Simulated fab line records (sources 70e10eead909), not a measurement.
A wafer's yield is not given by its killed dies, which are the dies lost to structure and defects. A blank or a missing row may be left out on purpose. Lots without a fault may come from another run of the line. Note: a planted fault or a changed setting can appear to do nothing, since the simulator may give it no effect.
Which tool is to blame? / flow nand_harc / 24 lots, 72 wafers sampled, at 4 steps of a route of 1159

== WHAT EACH GAUGE READ, for each wafer ==
NHARC_A_CONTACT_INSPECT_10.
lot=L077; measured=day 20 07:39; on=defect_inspect-01; raw_defect_count=14 28 18
lot=L078; measured=day 20 10:17; on=defect_inspect-02; raw_defect_count=14 9 16
lot=L074; measured=day 20 16:42; on=defect_inspect-02; raw_defect_count=19 19 30
lot=L076; measured=day 20 17:29; on=defect_inspect-01; raw_defect_count=6 8 10
lot=L075; measured=day 20 23:14; on=defect_inspect-01; raw_defect_count=44 32 57
lot=L082; measured=day 21 06:18; on=defect_inspect-01; raw_defect_count=15 18 8
lot=L080; measured=day 21 07:47; on=defect_inspect-01; raw_defect_count=27 27 28
lot=L079; measured=day 21 13:08; on=defect_inspect-02; raw_defect_count=13 16 18
lot=L081; measured=day 21 13:50; on=defect_inspect-01; raw_defect_count=39 32 42
lot=L084; measured=day 21 16:48; on=defect_inspect-01; raw_defect_count=30 37 32
lot=L083; measured=day 21 19:40; on=defect_inspect-01; raw_defect_count=30 40 35
lot=L087; measured=day 22 04:28; on=defect_inspect-02; raw_defect_count=54 49 52
lot=L088; measured=day 22 20:46; on=defect_inspect-02; raw_defect_count=36 49 43
lot=L085; measured=day 22 22:09; on=defect_inspect-01; raw_defect_count=13 18 21
lot=L089; measured=day 22 23:18; on=defect_inspect-02; raw_defect_count=37 43 22
lot=L093; measured=day 23 06:37; on=defect_inspect-02; raw_defect_count=48 33 42
lot=L091; measured=day 23 12:56; on=defect_inspect-02; raw_defect_count=43 40 33
lot=L092; measured=day 23 13:34; on=defect_inspect-02; raw_defect_count=13 9 10
lot=L095; measured=day 23 14:11; on=defect_inspect-01; raw_defect_count=54 64 53
lot=L094; measured=day 23 16:42; on=defect_inspect-02; raw_defect_count=32 17 25
lot=L090; measured=day 23 17:55; on=defect_inspect-02; raw_defect_count=26 24 34
lot=L086; measured=day 24 05:05; on=defect_inspect-01; raw_defect_count=44 56 63
lot=L097; measured=day 24 13:59; on=defect_inspect-01; raw_defect_count=14 12 17
lot=L096; measured=day 24 18:41; on=defect_inspect-01; raw_defect_count=46 50 38

NHARC_A_CONTACT_INSPECT_23.
lot=L077; measured=day 21 13:46; on=defect_inspect-01; raw_defect_count=367 251 275
lot=L078; measured=day 21 21:02; on=defect_inspect-01; raw_defect_count=388 381 396
lot=L074; measured=day 22 02:13; on=defect_inspect-01; raw_defect_count=462 552 424
lot=L076; measured=day 22 02:54; on=defect_inspect-01; raw_defect_count=552 509 550
lot=L075; measured=day 22 04:50; on=defect_inspect-02; raw_defect_count=317 420 409
lot=L082; measured=day 22 06:39; on=defect_inspect-01; raw_defect_count=481 330 471
lot=L080; measured=day 22 13:34; on=defect_inspect-01; raw_defect_count=327 359 598
lot=L079; measured=day 22 20:14; on=defect_inspect-01; raw_defect_count=323 363 366
lot=L081; measured=day 22 20:56; on=defect_inspect-01; raw_defect_count=483 399 349
lot=L084; measured=day 22 20:59; on=defect_inspect-02; raw_defect_count=471 294 331
lot=L083; measured=day 23 03:17; on=defect_inspect-02; raw_defect_count=381 364 483
lot=L087; measured=day 23 08:27; on=defect_inspect-02; raw_defect_count=382 459 348
lot=L088; measured=day 23 21:15; on=defect_inspect-02; raw_defect_count=476 356 276
lot=L085; measured=day 23 21:35; on=defect_inspect-02; raw_defect_count=500 441 524
lot=L089; measured=day 23 22:01; on=defect_inspect-02; raw_defect_count=363 669 559
lot=L093; measured=day 24 02:08; on=defect_inspect-01; raw_defect_count=500 365 352
lot=L091; measured=day 24 03:18; on=defect_inspect-01; raw_defect_count=234 252 291
lot=L092; measured=day 24 04:02; on=defect_inspect-02; raw_defect_count=391 349 323
lot=L095; measured=day 24 08:42; on=defect_inspect-02; raw_defect_count=313 349 586
lot=L094; measured=day 24 13:47; on=defect_inspect-02; raw_defect_count=401 411 428
lot=L090; measured=day 24 14:30; on=defect_inspect-02; raw_defect_count=313 375 271
lot=L086; measured=day 25 05:27; on=defect_inspect-01; raw_defect_count=296 335 234
lot=L097; measured=day 25 16:37; on=defect_inspect-02; raw_defect_count=485 750 657
lot=L096; measured=day 25 20:35; on=defect_inspect-01; raw_defect_count=304 392 331

== TOOL THAT RAN EACH LOT (tool first, then ch and the chambers of the sampled wafers, then the start) ==
lot=L077; NHARC_A_CONTACT_DESCUM_13=rie_diel-06 ch 1,3, day 20 07:43; NHARC_A_CONTACT_ETCH_30=rie_diel-06 ch 2,3, day 21 13:46 or earlier
lot=L078; NHARC_A_CONTACT_DESCUM_13=rie_diel-05 ch 0,1,2, day 20 10:31; NHARC_A_CONTACT_ETCH_30=rie_diel-05 ch 0,1,2, day 21 21:02 or earlier
lot=L074; NHARC_A_CONTACT_DESCUM_13=rie_diel-05 ch 1,2, day 20 17:05; NHARC_A_CONTACT_ETCH_30=rie_diel-05 ch 0,3, day 22 02:13 or earlier
lot=L076; NHARC_A_CONTACT_DESCUM_13=rie_diel-05 ch 0,1,3, day 20 17:34; NHARC_A_CONTACT_ETCH_30=rie_diel-05 ch 0,2, day 22 02:54 or earlier
lot=L075; NHARC_A_CONTACT_DESCUM_13=rie_diel-06 ch 0,1,3, day 20 23:18; NHARC_A_CONTACT_ETCH_30=rie_diel-06 ch 0,2, day 22 04:50 or earlier
lot=L082; NHARC_A_CONTACT_DESCUM_13=rie_diel-04 ch 0,2, day 21 06:22; NHARC_A_CONTACT_ETCH_30=rie_diel-04 ch 0,2,3, day 22 06:39 or earlier
lot=L080; NHARC_A_CONTACT_DESCUM_13=rie_diel-04 ch 0,1,2, day 21 07:53; NHARC_A_CONTACT_ETCH_30=rie_diel-04 ch 0,2,3, day 22 13:34 or earlier
lot=L079; NHARC_A_CONTACT_DESCUM_13=rie_diel-06 ch 1,2, day 21 13:12; NHARC_A_CONTACT_ETCH_30=rie_diel-06 ch 1,2, day 22 20:14 or earlier
lot=L081; NHARC_A_CONTACT_DESCUM_13=rie_diel-05 ch 1,3, day 21 13:53; NHARC_A_CONTACT_ETCH_30=rie_diel-05 ch 1,2,3, day 22 20:56 or earlier
lot=L084; NHARC_A_CONTACT_DESCUM_13=rie_diel-06 ch 1,2,3, day 21 16:52; NHARC_A_CONTACT_ETCH_30=rie_diel-06 ch 0,3, day 22 20:59 or earlier
lot=L083; NHARC_A_CONTACT_DESCUM_13=rie_diel-04 ch 1,2,3, day 21 19:43; NHARC_A_CONTACT_ETCH_30=rie_diel-04 ch 0,1,2, day 23 03:17 or earlier
lot=L087; NHARC_A_CONTACT_DESCUM_13=rie_diel-06 ch 2,3, day 22 04:31; NHARC_A_CONTACT_ETCH_30=rie_diel-06 ch 0,2,3, day 23 08:27 or earlier
lot=L088; NHARC_A_CONTACT_DESCUM_13=rie_diel-06 ch 0,1,2, day 22 20:50; NHARC_A_CONTACT_ETCH_30=rie_diel-06 ch 0,1,3, day 23 21:15 or earlier
lot=L085; NHARC_A_CONTACT_DESCUM_13=rie_diel-06 ch 1,2,3, day 22 22:15; NHARC_A_CONTACT_ETCH_30=rie_diel-06 ch 1,2,3, day 23 21:35 or earlier
lot=L089; NHARC_A_CONTACT_DESCUM_13=rie_diel-05 ch 1,2,3, day 22 23:22; NHARC_A_CONTACT_ETCH_30=rie_diel-05 ch 0,2,3, day 23 22:01 or earlier
lot=L093; NHARC_A_CONTACT_DESCUM_13=rie_diel-05 ch 0,3, day 23 06:40; NHARC_A_CONTACT_ETCH_30=rie_diel-05 ch 0,1,3, day 24 02:08 or earlier
lot=L091; NHARC_A_CONTACT_DESCUM_13=rie_diel-06 ch 0,1,2, day 23 13:00; NHARC_A_CONTACT_ETCH_30=rie_diel-06 ch 0,1,2, day 24 03:18 or earlier
lot=L092; NHARC_A_CONTACT_DESCUM_13=rie_diel-04 ch 0,2,3, day 23 13:38; NHARC_A_CONTACT_ETCH_30=rie_diel-04 ch 1,3, day 24 04:02 or earlier
lot=L095; NHARC_A_CONTACT_DESCUM_13=rie_diel-04 ch 0,2, day 23 14:14; NHARC_A_CONTACT_ETCH_30=rie_diel-04 ch 1,2,3, day 24 08:42 or earlier
lot=L094; NHARC_A_CONTACT_DESCUM_13=rie_diel-06 ch 0,3, day 23 16:46; NHARC_A_CONTACT_ETCH_30=rie_diel-06 ch 0,1,3, day 24 13:47 or earlier
lot=L090; NHARC_A_CONTACT_DESCUM_13=rie_diel-05 ch 1,2,3, day 23 17:58; NHARC_A_CONTACT_ETCH_30=rie_diel-05 ch 0,1,2, day 24 14:30 or earlier
lot=L086; NHARC_A_CONTACT_DESCUM_13=rie_diel-06 ch 0,2, day 24 05:09; NHARC_A_CONTACT_ETCH_30=rie_diel-06 ch 1,2,3, day 25 05:27 or earlier
lot=L097; NHARC_A_CONTACT_DESCUM_13=rie_diel-06 ch 0,2,3, day 24 14:04; NHARC_A_CONTACT_ETCH_30=rie_diel-06 ch 1,2,3, day 25 16:37 or earlier
lot=L096; NHARC_A_CONTACT_DESCUM_13=rie_diel-05 ch 0,2, day 24 18:46; NHARC_A_CONTACT_ETCH_30=rie_diel-05 ch 0,2,3, day 25 20:35 or earlier
- NHARC_A_CONTACT_DESCUM_13: chemistry O2, time 3 s.
- NHARC_A_CONTACT_ETCH_30: etches the open film in CF4/CHF3, target depth 60.5 nm, time 30.2 s.

== AS READ BY THE TOOLS THEMSELVES (means over the sampled wafers that have a number; for cases with no such wafer, the mark the record gives instead) ==
NHARC_A_CONTACT_DESCUM_13.
lot=L077; tool=rie_diel-06; drypump_motor_current_A (A)=5.6; oes_product_au (a.u.)=0.996; rf_vpp_V (V)=59.2; showerhead_plenum_p_Torr (Torr)=2.01; throttle_valve_pct (%)=11.318
lot=L078; tool=rie_diel-05; drypump_motor_current_A (A)=6.0; oes_product_au (a.u.)=0.988; rf_vpp_V (V)=56.8; showerhead_plenum_p_Torr (Torr)=1.91; throttle_valve_pct (%)=11.316
lot=L074; tool=rie_diel-05; drypump_motor_current_A (A)=6.3; oes_product_au (a.u.)=0.998; rf_vpp_V (V)=58.2; showerhead_plenum_p_Torr (Torr)=1.93; throttle_valve_pct (%)=11.319
lot=L076; tool=rie_diel-05; drypump_motor_current_A (A)=5.6; oes_product_au (a.u.)=0.996; rf_vpp_V (V)=58.3; showerhead_plenum_p_Torr (Torr)=1.86; throttle_valve_pct (%)=11.307
lot=L075; tool=rie_diel-06; drypump_motor_current_A (A)=5.9; oes_product_au (a.u.)=0.985; rf_vpp_V (V)=58.6; showerhead_plenum_p_Torr (Torr)=2.00; throttle_valve_pct (%)=11.317
lot=L082; tool=rie_diel-04; drypump_motor_current_A (A)=6.4; oes_product_au (a.u.)=1.008; rf_vpp_V (V)=57.9; showerhead_plenum_p_Torr (Torr)=1.85; throttle_valve_pct (%)=11.316
lot=L080; tool=rie_diel-04; drypump_motor_current_A (A)=6.1; oes_product_au (a.u.)=1.004; rf_vpp_V (V)=58.2; showerhead_plenum_p_Torr (Torr)=1.89; throttle_valve_pct (%)=11.306
lot=L079; tool=rie_diel-06; drypump_motor_current_A (A)=5.2; oes_product_au (a.u.)=1.002; rf_vpp_V (V)=58.0; showerhead_plenum_p_Torr (Torr)=1.88; throttle_valve_pct (%)=11.302
lot=L081; tool=rie_diel-05; drypump_motor_current_A (A)=5.7; oes_product_au (a.u.)=1.003; rf_vpp_V (V)=57.7; showerhead_plenum_p_Torr (Torr)=1.82; throttle_valve_pct (%)=11.313
lot=L084; tool=rie_diel-06; drypump_motor_current_A (A)=5.4; oes_product_au (a.u.)=1.006; rf_vpp_V (V)=57.6; showerhead_plenum_p_Torr (Torr)=1.94; throttle_valve_pct (%)=11.305
lot=L083; tool=rie_diel-04; drypump_motor_current_A (A)=5.6; oes_product_au (a.u.)=0.999; rf_vpp_V (V)=58.1; showerhead_plenum_p_Torr (Torr)=1.96; throttle_valve_pct (%)=11.320
lot=L087; tool=rie_diel-06; drypump_motor_current_A (A)=5.7; oes_product_au (a.u.)=1.002; rf_vpp_V (V)=58.4; showerhead_plenum_p_Torr (Torr)=1.92; throttle_valve_pct (%)=11.310
lot=L088; tool=rie_diel-06; drypump_motor_current_A (A)=5.7; oes_product_au (a.u.)=0.997; rf_vpp_V (V)=57.8; showerhead_plenum_p_Torr (Torr)=1.92; throttle_valve_pct (%)=11.304
lot=L085; tool=rie_diel-06; drypump_motor_current_A (A)=5.4; oes_product_au (a.u.)=0.991; rf_vpp_V (V)=58.5; showerhead_plenum_p_Torr (Torr)=1.94; throttle_valve_pct (%)=11.306
lot=L089; tool=rie_diel-05; drypump_motor_current_A (A)=6.0; oes_product_au (a.u.)=0.987; rf_vpp_V (V)=57.8; showerhead_plenum_p_Torr (Torr)=1.88; throttle_valve_pct (%)=11.318
lot=L093; tool=rie_diel-05; drypump_motor_current_A (A)=5.3; oes_product_au (a.u.)=0.992; rf_vpp_V (V)=57.5; showerhead_plenum_p_Torr (Torr)=1.87; throttle_valve_pct (%)=11.310
lot=L091; tool=rie_diel-06; drypump_motor_current_A (A)=5.7; oes_product_au (a.u.)=0.994; rf_vpp_V (V)=58.5; showerhead_plenum_p_Torr (Torr)=1.92; throttle_valve_pct (%)=11.306
lot=L092; tool=rie_diel-04; drypump_motor_current_A (A)=6.0; oes_product_au (a.u.)=1.003; rf_vpp_V (V)=57.4; showerhead_plenum_p_Torr (Torr)=1.92; throttle_valve_pct (%)=11.306
lot=L095; tool=rie_diel-04; drypump_motor_current_A (A)=6.4; oes_product_au (a.u.)=1.004; rf_vpp_V (V)=57.2; showerhead_plenum_p_Torr (Torr)=1.84; throttle_valve_pct (%)=11.317
lot=L094; tool=rie_diel-06; drypump_motor_current_A (A)=6.1; oes_product_au (a.u.)=0.995; rf_vpp_V (V)=59.2; showerhead_plenum_p_Torr (Torr)=1.97; throttle_valve_pct (%)=11.311
lot=L090; tool=rie_diel-05; drypump_motor_current_A (A)=6.0; oes_product_au (a.u.)=0.997; rf_vpp_V (V)=56.9; showerhead_plenum_p_Torr (Torr)=1.87; throttle_valve_pct (%)=11.312
lot=L086; tool=rie_diel-06; drypump_motor_current_A (A)=6.2; oes_product_au (a.u.)=1.003; rf_vpp_V (V)=58.1; showerhead_plenum_p_Torr (Torr)=1.89; throttle_valve_pct (%)=11.305
lot=L097; tool=rie_diel-06; drypump_motor_current_A (A)=6.0; oes_product_au (a.u.)=0.990; rf_vpp_V (V)=58.4; showerhead_plenum_p_Torr (Torr)=1.91; throttle_valve_pct (%)=11.317
lot=L096; tool=rie_diel-05; drypump_motor_current_A (A)=5.6; oes_product_au (a.u.)=0.999; rf_vpp_V (V)=58.2; showerhead_plenum_p_Torr (Torr)=1.91; throttle_valve_pct (%)=11.311

NHARC_A_CONTACT_ETCH_30.
lot=L077; tool=rie_diel-06; cf4_flow_sccm (sccm)=100.07; drypump_motor_current_A (A)=5.7; oes_product_au (a.u.)=0.918; rf_vpp_V (V)=369.9; showerhead_plenum_p_Torr (Torr)=1.59; throttle_valve_pct (%)=16.801
lot=L078; tool=rie_diel-05; cf4_flow_sccm (sccm)=99.95; drypump_motor_current_A (A)=5.9; oes_product_au (a.u.)=0.926; rf_vpp_V (V)=371.4; showerhead_plenum_p_Torr (Torr)=1.57; throttle_valve_pct (%)=16.798
lot=L074; tool=rie_diel-05; cf4_flow_sccm (sccm)=100.11; drypump_motor_current_A (A)=5.4; oes_product_au (a.u.)=0.918; rf_vpp_V (V)=369.1; showerhead_plenum_p_Torr (Torr)=1.52; throttle_valve_pct (%)=16.812
lot=L076; tool=rie_diel-05; cf4_flow_sccm (sccm)=100.00; drypump_motor_current_A (A)=6.0; oes_product_au (a.u.)=0.916; rf_vpp_V (V)=371.5; showerhead_plenum_p_Torr (Torr)=1.60; throttle_valve_pct (%)=16.808
lot=L075; tool=rie_diel-06; cf4_flow_sccm (sccm)=100.30; drypump_motor_current_A (A)=5.8; oes_product_au (a.u.)=0.924; rf_vpp_V (V)=369.2; showerhead_plenum_p_Torr (Torr)=1.52; throttle_valve_pct (%)=16.803
lot=L082; tool=rie_diel-04; cf4_flow_sccm (sccm)=99.79; drypump_motor_current_A (A)=6.0; oes_product_au (a.u.)=0.971; rf_vpp_V (V)=370.9; showerhead_plenum_p_Torr (Torr)=1.58; throttle_valve_pct (%)=16.802
lot=L080; tool=rie_diel-04; cf4_flow_sccm (sccm)=100.09; drypump_motor_current_A (A)=6.0; oes_product_au (a.u.)=0.957; rf_vpp_V (V)=370.6; showerhead_plenum_p_Torr (Torr)=1.58; throttle_valve_pct (%)=16.800
lot=L079; tool=rie_diel-06; cf4_flow_sccm (sccm)=100.00; drypump_motor_current_A (A)=5.2; oes_product_au (a.u.)=0.930; rf_vpp_V (V)=368.7; showerhead_plenum_p_Torr (Torr)=1.54; throttle_valve_pct (%)=16.804
lot=L081; tool=rie_diel-05; cf4_flow_sccm (sccm)=100.11; drypump_motor_current_A (A)=6.0; oes_product_au (a.u.)=0.922; rf_vpp_V (V)=369.9; showerhead_plenum_p_Torr (Torr)=1.55; throttle_valve_pct (%)=16.801
lot=L084; tool=rie_diel-06; cf4_flow_sccm (sccm)=99.72; drypump_motor_current_A (A)=6.4; oes_product_au (a.u.)=0.922; rf_vpp_V (V)=372.1; showerhead_plenum_p_Torr (Torr)=1.61; throttle_valve_pct (%)=16.798
lot=L083; tool=rie_diel-04; cf4_flow_sccm (sccm)=99.97; drypump_motor_current_A (A)=6.1; oes_product_au (a.u.)=0.917; rf_vpp_V (V)=370.2; showerhead_plenum_p_Torr (Torr)=1.55; throttle_valve_pct (%)=16.805
lot=L087; tool=rie_diel-06; cf4_flow_sccm (sccm)=99.84; drypump_motor_current_A (A)=6.0; oes_product_au (a.u.)=0.964; rf_vpp_V (V)=370.8; showerhead_plenum_p_Torr (Torr)=1.57; throttle_valve_pct (%)=16.793
lot=L088; tool=rie_diel-06; cf4_flow_sccm (sccm)=99.91; drypump_motor_current_A (A)=5.9; oes_product_au (a.u.)=0.907; rf_vpp_V (V)=372.2; showerhead_plenum_p_Torr (Torr)=1.64; throttle_valve_pct (%)=16.803
lot=L085; tool=rie_diel-06; cf4_flow_sccm (sccm)=100.17; drypump_motor_current_A (A)=5.4; oes_product_au (a.u.)=0.924; rf_vpp_V (V)=371.6; showerhead_plenum_p_Torr (Torr)=1.60; throttle_valve_pct (%)=16.801
lot=L089; tool=rie_diel-05; cf4_flow_sccm (sccm)=99.96; drypump_motor_current_A (A)=5.7; oes_product_au (a.u.)=0.969; rf_vpp_V (V)=370.1; showerhead_plenum_p_Torr (Torr)=1.55; throttle_valve_pct (%)=16.809
lot=L093; tool=rie_diel-05; cf4_flow_sccm (sccm)=99.93; drypump_motor_current_A (A)=5.6; oes_product_au (a.u.)=0.921; rf_vpp_V (V)=369.4; showerhead_plenum_p_Torr (Torr)=1.53; throttle_valve_pct (%)=16.804
lot=L091; tool=rie_diel-06; cf4_flow_sccm (sccm)=99.85; drypump_motor_current_A (A)=5.7; oes_product_au (a.u.)=0.918; rf_vpp_V (V)=370.4; showerhead_plenum_p_Torr (Torr)=1.58; throttle_valve_pct (%)=16.810
lot=L092; tool=rie_diel-04; cf4_flow_sccm (sccm)=100.05; drypump_motor_current_A (A)=5.3; oes_product_au (a.u.)=0.923; rf_vpp_V (V)=372.1; showerhead_plenum_p_Torr (Torr)=1.61; throttle_valve_pct (%)=16.813
lot=L095; tool=rie_diel-04; cf4_flow_sccm (sccm)=100.20; drypump_motor_current_A (A)=5.6; oes_product_au (a.u.)=0.929; rf_vpp_V (V)=372.4; showerhead_plenum_p_Torr (Torr)=1.60; throttle_valve_pct (%)=16.804
lot=L094; tool=rie_diel-06; cf4_flow_sccm (sccm)=99.68; drypump_motor_current_A (A)=5.8; oes_product_au (a.u.)=0.967; rf_vpp_V (V)=373.1; showerhead_plenum_p_Torr (Torr)=1.63; throttle_valve_pct (%)=16.805
lot=L090; tool=rie_diel-05; cf4_flow_sccm (sccm)=100.06; drypump_motor_current_A (A)=5.9; oes_product_au (a.u.)=0.941; rf_vpp_V (V)=371.2; showerhead_plenum_p_Torr (Torr)=1.56; throttle_valve_pct (%)=16.802
lot=L086; tool=rie_diel-06; cf4_flow_sccm (sccm)=100.08; drypump_motor_current_A (A)=5.4; oes_product_au (a.u.)=0.917; rf_vpp_V (V)=371.5; showerhead_plenum_p_Torr (Torr)=1.59; throttle_valve_pct (%)=16.808
lot=L097; tool=rie_diel-06; cf4_flow_sccm (sccm)=100.13; drypump_motor_current_A (A)=5.4; oes_product_au (a.u.)=0.915; rf_vpp_V (V)=370.8; showerhead_plenum_p_Torr (Torr)=1.59; throttle_valve_pct (%)=16.802
lot=L096; tool=rie_diel-05; cf4_flow_sccm (sccm)=99.71; drypump_motor_current_A (A)=5.8; oes_product_au (a.u.)=0.914; rf_vpp_V (V)=370.6; showerhead_plenum_p_Torr (Torr)=1.55; throttle_valve_pct (%)=16.808

== THE ANSWER, worked out from the rows above alone ==
Rule: the usual values come from the lots themselves. The widest of any qualifying gaps counts: lots, ordered by their means at a reading, are off when they make up no more than a third of the lots, leave a main group of 4 or more, and stand apart from it by 3 or more times the standard deviation of that group's means. A main group is skipped when, at the precision printed for the reading in the tables above, its means are all equal. A lot without any number at a reading at which 4 lots or more have one is off too. All remaining lots with rows at the step are treated as sound. After the gauges, taken in route order, come the tools' own readings; for these a lot's mean is taken, as printed above. At the first step where some lot is off, the reading lying furthest off is the one used; lots without a number count as furthest.
Nothing can be told from this: no lot is off at any reading shown.

== WHAT THE SIMULATOR PUT IN ==
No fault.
